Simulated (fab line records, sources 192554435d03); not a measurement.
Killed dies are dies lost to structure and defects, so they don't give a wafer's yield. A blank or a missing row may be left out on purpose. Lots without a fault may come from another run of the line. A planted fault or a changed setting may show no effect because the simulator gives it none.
fab line records | flow n5_finfet
record lots=7 wafers=21
route steps=1938 shown BEOL_M14@1718 MIM_TOP_LITHO@1843 PASSIVATION@1901
start_h: hours from the record's first day to the start of the lot's first wafer shown | wait_h: hours since the lot's step before | " the same as in the row above | L1.1+2: a row that stands for several wafers | - no value, or no start given | * or withheld: withheld | < > ~ a bound
route shown NAME@n: a module of which the file shows steps, and the number in the route of the first | usual: mean/standard deviation of fault-free wafers | same: alike in all rows | chamber/n: place in a boat | sites: the reading at each site | _std_site: their standard deviation | _edge_site: outer sites' mean less inner sites' | radius_mm: how far each site lies from the wafer's centre | mask NAME#n: copy n | behind: the tool/chamber that last shaped the wafer | hold: why the lot was held/for how many hours/how that ended | device: the transistor (n, p or np) that didn't switch | end of line: the same wafers' tests at the end of the route | a step without rows: its recipe alone | killed: dies lost to structure and defects at the first sort, not the wafer's yield | map: a wafer's dies, x killed, . not, _ none there
set.NAME: the setting as run; set.NAME@STEP: as run at that earlier step | model.NAME: the simulator's own value behind a step, which no gauge read
lots whose settings were changed on purpose; a table a step, a row a wafer
## steps
# step N5_BEOL_M14_COAT_58
# recipe resist=BARC temp_c=205 time_s=60 spin_rpm=1500 resist_thk_nm=89
# columns lot.wafer tool chamber start_h wait_h set.spin_rpm model.BARC_of_BEOL_M14_COAT_58.thk_nm
L074.1+5 litho_track-05 0 269.69 0.0 1500 89
L074.4 " 0 " " 1500 89.2
L080.1 litho_track-02 0 288.76 0.0 1500 89
L080.3 " 0 " " 1500 88.8
L080.5 " 0 " " 1441 90.4
L079.3 litho_track-02 0 306.14 0.0 1500 89.2
L079.4 " 0 " " 1500 89
L079.5 " 0 " " 1454 90.4
L082.2 litho_track-05 0 324.75 0.0 1449 90.4
L082.4 " 0 " " 1449 90.6
L082.6 " 0 " " 1500 88.8
L083.2 litho_track-02 0 334.17 0.0 1383 92.8
L083.4 " 0 " " 1383 92.4
L083.6 " 0 " " 1500 89
L088.2 litho_track-02 0 363.50 0.0 1500 89.2
L088.3 " 0 " " 1500 89.4
L088.4 " 0 " " 1342 94.6
L095.2 litho_track-02 0 401.75 0.0 1580 86.4
L095.3 " 0 " " 1500 88.4
L095.6 " 0 " " 1500 88.6
# step N5_BEOL_M14_COAT_04
# recipe spin_rpm=1704 resist_thk_nm=800
# step N5_BEOL_M14_EBR_06
# recipe solvent=PGMEA ebr_width_mm=1.5
# step N5_BEOL_M14_DESCUM_15
# recipe chemistry=O2 time_s=7.9 source_power_w=50 bias_power_w=20 pressure_mtorr=20 rf_frequency_hz=2.712e+07 temp_c=40 o2_flow_sccm=225
# step N5_BEOL_M14_ETCH_59
# recipe chemistry=N2/H2 target=BARC target_depth_a=890 overetch_a=267 time_s=67.9 ion_energy_ev=200 pressure_mtorr=30 source_w=840 bias_w=150 n2_flow_sccm=200 h2_flow_sccm=200
# columns lot.wafer tool chamber start_h wait_h set.spin_rpm@BEOL_M14_COAT_58 model.etch.depth_nm
L074.1 rie_diel-01 3 270.21 0.0 1500 88.94
L074.4 " 1 " " 1500 89.3
L074.5 " 2 " " 1500 88.91
L080.1 rie_diel-03 3 289.28 0.0 1500 88.98
L080.3 " 0 " " 1500 88.71
L080.5 " 0 " " 1441 90.48
L079.3 rie_diel-01 2 306.54 0.0 1500 89.3
L079.4 " 3 " " 1500 89.03
L079.5 " 1 " " 1454 90.44
L082.2 rie_diel-01 3 325.38 0.0 1449 90.35
L082.4 " 1 " " 1449 90.54
L082.6 " 0 " " 1500 88.85
L083.2 rie_diel-04 1 334.70 0.0 1383 92.78
L083.4 " 3 " " 1383 92.49
L083.6 " 1 " " 1500 89.03
L088.2 rie_diel-04 3 363.94 0.0 1500 89.25
L088.3 " 0 " " 1500 89.39
L088.4 " 1 " " 1342 94.62
L095.2 rie_diel-03 0 402.28 0.0 1580 86.45
L095.3 " 3 " " 1500 88.43
L095.6 " 3 " " 1500 88.69
# step N5_BEOL_M14_VIA_ETCH_16
# recipe chemistry=C4F8/O2/Ar target=SiO2 he_inner_torr=15 he_outer_torr=30 target_depth_a=12313 time_s=withheld ion_energy_ev=800 pressure_mtorr=20 source_w=1905 bias_w=2040 Ar_flow_sccm=400 C4F8_flow_sccm=16 O2_flow_sccm=12 ends=cleared
# columns lot.wafer tool chamber start_h wait_h set.temp_c@BEOL_M14_ILD_DEP_00 model.coat_of_BEOL_M14_COAT_04.thk_nm
L074.1 rie_diel-01 3 270.26 0.0 400 452.6
L074.4 " 1 " " 400 450.2
L074.5 " 2 " " 400 449.6
L080.1 rie_diel-03 3 289.33 0.0 400 457
L080.3 " 0 " " 400 454
L080.5 " 0 " " 400 454.2
L079.3 rie_diel-01 2 306.59 0.0 400 451.4
L079.4 " 3 " " 400 444
L079.5 " 1 " " 400 449.8
L082.2 rie_diel-01 3 325.44 0.0 400 455.8
L082.4+6 " 1,0 " " 400 454.2
L083.2 rie_diel-04 1 334.75 0.0 400 452.8
L083.4 " 3 " " 392.5 438.8
L083.6 " 1 " " 392.5 437.6
L088.2 rie_diel-04 3 363.99 0.0 400 454.4
L088.3 " 0 " " 400 450.4
L088.4 " 1 " " 400 452.4
L095.2 rie_diel-03 0 402.33 0.0 400 454
L095.3 " 3 " " 400 454.4
L095.6 " 3 " " 404.7 461.4
# step N5_MIM_TOP_LITHO_EXPOSE_05
# recipe mask_id=MIM_TOP na=0.55 source_shape=conventional sigma_outer=0.8 polarization=unpolarized target_cd_nm=2000 dose_mj=20.5
# columns lot.wafer tool chamber start_h wait_h mask set.dose_mj
L074.1+4+5 krf_scanner-01 0 294.88 - MIM_TOP#0 20.5
L080.1+3 krf_scanner-02 0 308.00 - MIM_TOP#0 21.74
L080.5 " 0 " " MIM_TOP#0 20.5
L079.3 krf_scanner-01 0 329.42 - MIM_TOP#0 18.96
L079.4+5 " 0 " " MIM_TOP#0 20.5
L082.2+6 krf_scanner-02 0 343.15 - MIM_TOP#0 19.75
L082.4 " 0 " " MIM_TOP#0 20.5
L083.2 krf_scanner-01 0 350.90 - MIM_TOP#0 20.5
L083.4+6 " 0 " " MIM_TOP#0 19.43
L088.2+3+4 krf_scanner-01 0 380.23 - MIM_TOP#0 19.49
L095.2 krf_scanner-01 0 423.61 - MIM_TOP#0 20.5
L095.3+6 " 0 " " MIM_TOP#0 21.17
# step N5_MIM_TOP_LITHO_DEVELOP_07
# recipe develop_time_s=60 rinse_liquid=diw dry=air_spin dev_temp_c=21
# columns lot.wafer tool chamber start_h wait_h set.develop_time_s
L074.1+4+5 litho_track-02 0 - - 60
L080.1+3+5 litho_track-04 0 - - 60
L079.3 litho_track-04 0 - - 60
L079.4+5 " 0 " " 53.47
L082.2+4 litho_track-01 0 - - 54.38
L082.6 " 0 " " 60
L083.2+4+6 litho_track-04 0 - - 46.7
L088.2+4 litho_track-02 0 - - 60
L088.3 " 0 " " 64.28
L095.2+3+6 litho_track-02 0 - - 49.97
# step N5_MIM_TOP_LITHO_HARDBAKE_09
# recipe temp_c=130 time_s=120
# step N5_MIM_TOP_LITHO_CD_MEAS_08
# recipe target_cd_nm=2000 landing_energy_ev=500 detector=se_inlens
# usual cd_nm=2000.6/1.6
# columns lot.wafer tool chamber start_h wait_h set.dose_mj@MIM_TOP_LITHO_EXPOSE_05 cd_nm
L074.1 cd_sem-01 0 295.06 - 20.5 2001.1
L074.4 " 0 " " 20.5 1997.2
L074.5 " 0 " " 20.5 1998.4
L080.1 cd_sem-01 0 308.18 - 21.74 1989.2
L080.3 " 0 " " 21.74 1988.2
L080.5 " 0 " " 20.5 2000.9
L079.3 cd_sem-01 0 329.59 - 18.96 2011.4
L079.4 " 0 " " 20.5 2002.2
L079.5 " 0 " " 20.5 1999.1
L082.2 cd_sem-02 0 343.32 - 19.75 2009.0
L082.4 " 0 " " 20.5 2004.9
L082.6 " 0 " " 19.75 2005.8
L083.2 cd_sem-01 0 351.07 - 20.5 2006.4
L083.4 " 0 " " 19.43 2016.3
L083.6 " 0 " " 19.43 2013.3
L088.2 cd_sem-02 0 380.41 - 19.49 2009.5
L088.3 " 0 " " 19.49 2006.9
L088.4 " 0 " " 19.49 2010.9
L095.2 cd_sem-02 0 423.78 - 20.5 2005.0
L095.3 " 0 " " 21.17 1998.3
L095.6 " 0 " " 21.17 1998.8
# step N5_MIM_TOP_LITHO_DESCUM_10
# recipe chemistry=O2 time_s=7.9 source_power_w=50 bias_power_w=20 pressure_mtorr=20 rf_frequency_hz=2.712e+07 temp_c=40 o2_flow_sccm=225
# columns lot.wafer tool chamber start_h wait_h set.dose_mj@MIM_TOP_LITHO_EXPOSE_05 model.MIM_TOP_LITHO.cd_nm
L074.1 rie_diel-04 1 295.26 0.1 20.5 2001
L074.4 " 3 " " 20.5 1997
L074.5 " 2 " " 20.5 1998
L080.1 rie_diel-03 1 308.27 0.0 21.74 1989
L080.3 " 2 " " 21.74 1988
L080.5 " 2 " " 20.5 2001
L079.3 rie_diel-04 3 329.68 0.0 18.96 2012
L079.4 " 3 " " 20.5 2002
L079.5 " 0 " " 20.5 2000
L082.2 rie_diel-01 1 343.43 0.1 19.75 2009
L082.4 " 2 " " 20.5 2005
L082.6 " 2 " " 19.75 2006
L083.2 rie_diel-04 0 351.16 0.0 20.5 2006
L083.4 " 1 " " 19.43 2016
L083.6 " 0 " " 19.43 2013
L088.2+4 rie_diel-03 0 380.49 0.0 19.49 2010
L088.3 " 1 " " 19.49 2007
L095.2 rie_diel-03 3 423.87 0.0 20.5 2005
L095.3+6 " 1,0 " " 21.17 1998
# step N5_PASSIVATION_EXPOSE_27
# recipe mask_id=PAD na=0.55 source_shape=conventional sigma_outer=0.8 polarization=unpolarized defocus_nm=0 dose_mj=32.3
# columns lot.wafer tool chamber start_h wait_h mask set.dose_mj
L074.1+4+5 krf_scanner-01 0 298.86 - PAD#0 32.3
L080.1 krf_scanner-02 0 314.68 - PAD#0 32.3
L080.3+5 " 0 " " PAD#0 33.05
L079.3+4 krf_scanner-02 0 333.81 - PAD#0 32.3
L079.5 " 0 " " PAD#0 31.53
L082.2+4 krf_scanner-01 0 347.87 - PAD#0 32.3
L082.6 " 0 " " PAD#0 30.34
L083.2+4 krf_scanner-01 0 357.80 - PAD#0 32.3
L083.6 " 0 " " PAD#0 34.32
L088.2+3+4 krf_scanner-02 0 386.88 - PAD#0 32.3
L095.2+3 krf_scanner-02 0 430.21 - PAD#0 32.3
L095.6 " 0 " " PAD#0 31.32
# step N5_PASSIVATION_PEB_28
# recipe peb_temp_c=withheld peb_time_s=*
# step N5_PASSIVATION_DEVELOP_29
# recipe develop_time_s=60 rinse_liquid=diw dry=air_spin dev_temp_c=21
# step N5_PASSIVATION_HARDBAKE_31
# recipe temp_c=130 time_s=120
# step N5_PASSIVATION_CD_MEAS_30
# recipe target_cd_nm=4000 landing_energy_ev=500 detector=se_inlens polarity=opening
# usual cd_nm=3999.5/1.8
# columns lot.wafer tool chamber start_h wait_h set.dose_mj@PASSIVATION_EXPOSE_27 cd_nm
L074.1 cd_sem-01 0 299.04 - 32.3 3997.5
L074.4 " 0 " " 32.3 3998.3
L074.5 " 0 " " 32.3 3998.0
L080.1 cd_sem-01 0 314.86 - 32.3 4002.2
L080.3 " 0 " " 33.05 4003.6
L080.5 " 0 " " 33.05 4004.8
L079.3 cd_sem-02 0 333.98 - 32.3 3999.4
L079.4 " 0 " " 32.3 4001.6
L079.5 " 0 " " 31.53 3994.6
L082.2 cd_sem-01 0 348.04 - 32.3 3999.5
L082.4 " 0 " " 32.3 4000.9
L082.6 " 0 " " 30.34 3990.7
L083.2 cd_sem-02 0 357.97 - 32.3 4002.6
L083.4 " 0 " " 32.3 4001.7
L083.6 " 0 " " 34.32 4008.9
L088.2 cd_sem-01 0 387.05 - 32.3 4002.0
L088.3 " 0 " " 32.3 3999.7
L088.4 " 0 " " 32.3 4002.7
L095.2 cd_sem-01 0 430.38 - 32.3 4001.0
L095.3 " 0 " " 32.3 3998.5
L095.6 " 0 " " 31.32 3993.1
# step N5_PASSIVATION_ETCH_59
# recipe chemistry=Cl2/BCl3 target=TaN target_depth_a=650 time_s=34.9 ion_energy_ev=100 pressure_mtorr=10 icp_w=900 bias_w=100 Cl2_flow_sccm=60 bcl3_flow_sccm=30
# columns lot.wafer tool chamber start_h wait_h set.time_s model.etch.depth_nm
L074.1 rie_metal-03 1 300.02 0.7 34.9 65.15
L074.4 " 1 " " 34.9 65.05
L074.5 " 1 " " 34.9 65.16
L080.1 rie_metal-01 0 315.55 0.3 34.9 67.04
L080.3 " 0 " " 34.9 66.73
L080.5 " 1 " " 34.9 68.28
L079.3 rie_metal-03 1 334.58 0.2 38.07 71.91
L079.4 " 0 " " 38.07 68.9
L079.5 " 1 " " 34.9 65.22
L082.2 rie_metal-02 1 349.11 0.6 30.88 58.63
L082.4 " 1 " " 34.9 66.08
L082.6 " 1 " " 34.9 65.78
L083.2 rie_metal-03 0 358.55 0.3 34.9 62.86
L083.4 " 0 " " 38.81 69.99
L083.6 " 0 " " 34.9 62.7
L088.2 rie_metal-02 1 387.63 0.3 29.18 54.83
L088.3 " 0 " " 34.9 66.43
L088.4 " 1 " " 34.9 66.11
L095.2 rie_metal-03 0 431.53 0.3 38.53 69.87
L095.3 " 1 " " 34.9 64.96
L095.6 " 0 " " 38.53 69.02
## key
split step=N5_BEOL_M14_COAT_58 setting=spin_rpm stated=1500 by=wafer
response step=N5_BEOL_M14_COAT_58 reading=model.BARC_of_BEOL_M14_COAT_58.thk_nm change=-0.468 per=1% r=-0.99
response step=N5_BEOL_M14_ETCH_59 reading=model.etch.depth_nm change=-0.469 per=1% r=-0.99
split step=N5_MIM_TOP_LITHO_EXPOSE_05 setting=dose_mj stated=20.5 by=wafer
response step=N5_MIM_TOP_LITHO_CD_MEAS_08 reading=cd_nm change=-1.59 per=1% r=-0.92
response step=N5_MIM_TOP_LITHO_DESCUM_10 reading=model.MIM_TOP_LITHO.cd_nm change=-1.6 per=1% r=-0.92
split step=N5_MIM_TOP_LITHO_DEVELOP_07 setting=develop_time_s stated=60 by=wafer
response none clear
split step=N5_PASSIVATION_EXPOSE_27 setting=dose_mj stated=32.3 by=wafer
response step=N5_PASSIVATION_CD_MEAS_30 reading=cd_nm change=+1.44 per=1% r=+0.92
split step=N5_PASSIVATION_ETCH_59 setting=time_s stated=34.9 by=wafer
response step=N5_PASSIVATION_ETCH_59 reading=model.etch.depth_nm change=+0.622 per=1% r=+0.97
split outside_this_file step=N5_BEOL_M14_ILD_DEP_00 setting=temp_c
# split outside_this_file: this setting was split too, and the file shows its column; the key of that split is in another file
